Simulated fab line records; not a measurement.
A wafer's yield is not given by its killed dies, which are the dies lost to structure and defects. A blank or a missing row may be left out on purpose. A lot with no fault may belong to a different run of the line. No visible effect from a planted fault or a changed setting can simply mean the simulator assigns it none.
The same fault as seen by 3 desks + flow nand_harc + each desk has only its own numbers; what lay behind them comes last

## THE DEFECT DESK
What the inspections along the route counted, lot by lot: means of the sampled wafers that have a number. The brackets show how far a lot's mean lies from the usual mean; more than 4 standard deviations puts the lot out of limits, marked OUT.
Columns: A = raw_defect_count at NHARC_A_ZERO_WELL_INSPECT_17, usual 10
| lot  | first seen here | A  |
|------|-----------------|----|
| L578 | day 7 00:00     | 10 |
| L581 | day 7 03:23     | 8  |
| L580 | day 7 05:25     | 13 |
| L583 | day 7 18:49     | 14 |
| L586 | day 8 13:46     | 14 |
| L587 | day 8 20:36     | 8  |
| L590 | day 9 17:41     | 11 |
| L589 | day 9 19:13     | 13 |
| L591 | day 10 02:22    | 17 |
| L594 | day 10 17:43    | 6  |
| L599 | day 11 15:25    | 9  |
| L600 | day 11 23:02    | 3  |
| L601 | day 12 08:19    | 8  |
Finding of this desk: none of the 13 lots has anything out of limits.

## THE METROLOGY DESK
Means of the sampled wafers that have a number, per lot and without regard to the tool the lot ran on: this is what the gauges read. The brackets show how far a lot's mean lies from the usual mean; more than 4 standard deviations puts the lot out of limits, marked OUT.
Columns: A = thk_nm at NHARC_A_ONON_D1_THK_MEAS_21, usual 1003 nm; B = thk_nm at NHARC_A_ONON_D1_THK_MEAS_30, usual 1001 nm
| lot  | first seen here | A    | B             |
|------|-----------------|------|---------------|
| L580 | day 8 07:46     | 1008 | 998           |
| L581 | day 8 07:53     | 998  | 1009          |
| L578 | day 8 08:08     | 1001 | 1013          |
| L583 | day 8 23:17     | 1005 | 996           |
| L586 | day 9 18:23     | 1003 | 1008          |
| L587 | day 10 04:16    | 1000 | 1011          |
| L589 | day 11 01:04    | 987  | 1001          |
| L590 | day 11 01:17    | 1005 | 1014          |
| L591 | day 11 14:29    | 1006 | 1001          |
| L594 | day 11 22:04    | 1011 | 575 (-43) OUT |
| L599 | day 12 21:49    | 1001 | 592 (-41) OUT |
| L600 | day 13 06:06    | 1011 | 985           |
| L601 | day 13 17:01    | 1010 | 1000          |
This desk's verdict: out of limits on L594, L599, starting with L594 at day 11 23:46 (thk_nm at NHARC_A_ONON_D1_THK_MEAS_30). In limits: L580, L581, L578, L583, L586, L587, L589, L590, L591, L600, L601.

## DESK OF THE TOOL OWNER: pecvd_onon-02
The tool's own readings at NHARC_A_ONON_D1_DEP_28 (target thk 1000 nm): means of the sampled wafers that have a number, for each lot that ran on this tool. The brackets show how far a lot's mean lies from the usual mean; more than 4 standard deviations puts the lot out of limits, marked OUT.
Columns: A = n2_flow_sccm at NHARC_A_ONON_D1_DEP_28, usual 2749 sccm
| lot  | first seen here | A    |
|------|-----------------|------|
| L580 | day 8 08:57     | 2756 |
| L578 | day 8 09:23     | 2746 |
| L590 | day 11 02:39    | 2749 |
| L594 | day 11 23:23    | 2740 |
| L599 | day 12 23:01    | 2738 |
Finding of this desk: none of the 5 lots has anything out of limits.

## BROUGHT TOGETHER
Metrology desk: alarm possible at day 11 23:46 on L594, L599.
Nothing out of limits was seen by the defect desk.
The tool owner's desk saw nothing out of limits.
The defect desk has L594, L599 on record, within its limits.
Tool owner's desk: L594, L599 on record, inside its limits.
NHARC_A_ONON_D1_DEP_28 was run on pecvd_onon-02 by each of the lots named.

## WHAT HAD BEEN PUT IN BY THE SIMULATOR
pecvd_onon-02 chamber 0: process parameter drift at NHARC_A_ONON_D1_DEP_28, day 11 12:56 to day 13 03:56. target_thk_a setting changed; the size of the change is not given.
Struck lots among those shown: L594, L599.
Hours from the fault's start to each desk's first reading out of limits: the metrology desk, 11.
